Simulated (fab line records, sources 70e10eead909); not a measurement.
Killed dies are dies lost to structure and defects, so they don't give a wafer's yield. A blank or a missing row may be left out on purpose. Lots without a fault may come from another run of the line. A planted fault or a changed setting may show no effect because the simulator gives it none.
Chamber matching | flow nand_harc | NHARC_P_M2_ETCH_35 on rie_diel-07: 4 sister chambers
The step etches the open film in N2/H2, target depth 40 nm, overetch 12 nm, time 43.94 s. 8 wafers are shown with their chamber, then 7 later ones without.

WAFERS WITH THEIR CHAMBER
wafer  | chamber | drypump_motor_current_A (A) | rf_vpp_V (V)
L200.6 | 0       | 6.0                         | 432.3
L199.4 | 0       | 5.9                         | 431.1
L201.3 | 2       | 5.4                         | 432.3
L202.4 | 2       | 5.4                         | 433.7
L202.6 | 1       | 4.9                         | 427.9
L206.1 | 3       | 6.3                         | 431.9
L206.3 | 1       | 4.9                         | 428.1
L206.5 | 3       | 6.3                         | 432.6

WAFERS WITHOUT THEIR CHAMBER
wafer  | drypump_motor_current_A (A) | rf_vpp_V (V)
L207.1 | 5.4                         | 431.6
L207.4 | 6.3                         | 432.0
L207.5 | 6.0                         | 434.2
L209.1 | 6.3                         | 433.9
L209.2 | 5.4                         | 432.7
L209.3 | 4.9                         | 427.8
L210.3 | 4.9                         | 429.0

WHICH CHAMBER EACH WENT THROUGH
wafer  | from the rows above | in truth
L207.1 | 2                   | 2
L207.4 | 3                   | 3
L207.5 | 0                   | 0
L209.1 | 3                   | 3
L209.2 | 2                   | 2
L209.3 | 1                   | 1
L210.3 | 1                   | 1
Placed correctly: 7 of 7. Can't be placed from these rows: 0. Placed wrongly: 0.
How it was worked out, from the rows above alone: a wafer's distance from a chamber is the root of the sum, over the readings, of the square of ((its reading less the chamber's mean) divided by the reading's scatter). The wafer belongs to the nearest chamber; if the next one is less than 2 further off, it can't be placed. A chamber's mean is the mean of its shown wafers. The scatter: the root of (the sum of the squares of (reading less its chamber's mean) over the shown wafers, divided by (wafers less chambers)).
